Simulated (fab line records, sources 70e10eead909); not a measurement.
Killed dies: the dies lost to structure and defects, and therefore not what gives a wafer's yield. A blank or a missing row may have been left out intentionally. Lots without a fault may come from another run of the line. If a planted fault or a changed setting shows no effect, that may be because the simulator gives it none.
A lot that was struck, set against a sound lot | flow nand harc | 15 out of 1159 route steps
Sound: the wafers L334.2, L334.4, L334.6. Struck: wafers L347.1, L347.4, L347.6. Last of all comes the cause.
Per side, at each step with rows, come the tool, then ch with its chambers, and then its first start. Under that, the readings that differ: sound wafers | struck wafers | difference of the means | sigmas: that difference in standard deviations of wafers without a fault.
alike: words and numbers the same on both sides, and readings whose means are apart by under 2 such deviations; not compared: readings that were withheld, readings missing a value for some wafer, numbers with overlapping values and no deviation given by the record, and bounds like >300 which may hide the same value.
The two part at a step that has a row with sigmas, a row that says differs or no value, or rows on one side only. Numbers that don't overlap but have no deviation are shown without sigmas and don't part them. A reading missing from all wafers of one side parts the sides only when that side holds two or more wafers.

first, 7 steps without rows for these wafers: NHARC_A_BLC_COAT_03 (time 65 s); NHARC_A_BLC_COAT_04 (resist thk 90 nm); NHARC_A_BLC_SOFTBAKE_05 (time 55 s); NHARC_A_BLC_EBR_06; NHARC_A_BLC_EXPOSE_07 (exposes mask A BLC, target cd 100 nm); NHARC_A_BLC_PEB_08 (peb time 65 s); NHARC_A_BLC_DEVELOP_09 (develop time 35 s).
NHARC_A_BLC_CD_MEAS_10: the cd target is 100 nm.
  sound on cd sem-01 ch 0, day 19 01:21; struck on cd sem-01 ch 0, day 22 00:08
  alike: cd nm
NHARC_A_BLC_OVL_MEAS_11:
  sound on overlay-02 at day 19 01:26; struck on overlay-01 at day 22 00:13
  alike: overlay x nm, overlay y nm
NHARC_A_BLC_INSPECT_12:
  sound on defect inspect-01 at day 19 01:28; struck on defect inspect-02 at day 22 00:15
  alike: raw defect count
NHARC_A_BLC_DESCUM_15: chemistry O2, time 3 s.
  sound on rie diel-04 ch 0,1,3, day 19 01:33; struck on rie diel-12 ch 0,2,3, day 22 00:20
  alike: drypump motor current A, o2 flow sccm, oes product au, rf vpp V, showerhead plenum p Torr, throttle valve pct
  not compared: rf hours counter h
NHARC_A_BLC_ETCH_16: etches the open film in CF4, target depth 39 nm, time 65 s.
  sound on rie diel-04 ch 0,1,3, day 19 01:37; struck on rie diel-12 ch 0,2,3, day 22 00:26
  alike: bias w, cf4 flow sccm, drypump motor current A, oes product au, rf vpp V, showerhead plenum p Torr, throttle valve pct
  not compared: rf hours counter h
NHARC_A_BLC_ETCH_17: etches the open film in N2/H2, target depth 390 nm, time 609.38 s.
  sound on rie diel-04 ch 0,2,3, day 19 01:48; struck on rie diel-12 ch 0,2,3, day 22 00:38
  no value came back on the struck wafers for any of 7 readings (bias w (W), chamber pressure mTorr (mTorr) and others); on the sound wafers bias w (W) reads 150.1 150.1 150.3
  not compared: rf hours counter h
NHARC_A_BLC_ETCH_18: etches the open film in C4F8/O2/Ar, target depth 910 nm.
  sound: rie diel-04 ch 0,1; struck: rie diel-12 ch 0,3
  reading      | sound       | struck      | difference | sigmas
  rf vpp V (V) | 984 983 985 | 969 974 969 | -13        | -2
  alike: bias w, chamber pressure mTorr, oes product au
  not compared: rf hours counter h
-- record jumps: 2 days between struck wafers' starts before vs after; left off in module A_BLC, resumes in module END, first step shown is number 1159 of the route --
NHARC_END_SORT_01:
  only the struck wafers appear in the record here, on prober-01 ch 0 at day 24 03:14; the sound ones have no rows

WHERE THEY PART
Earliest at NHARC_A_BLC_ETCH_17; latest, in this record, at NHARC_END_SORT_01.

WHY: the cause the simulator had injected
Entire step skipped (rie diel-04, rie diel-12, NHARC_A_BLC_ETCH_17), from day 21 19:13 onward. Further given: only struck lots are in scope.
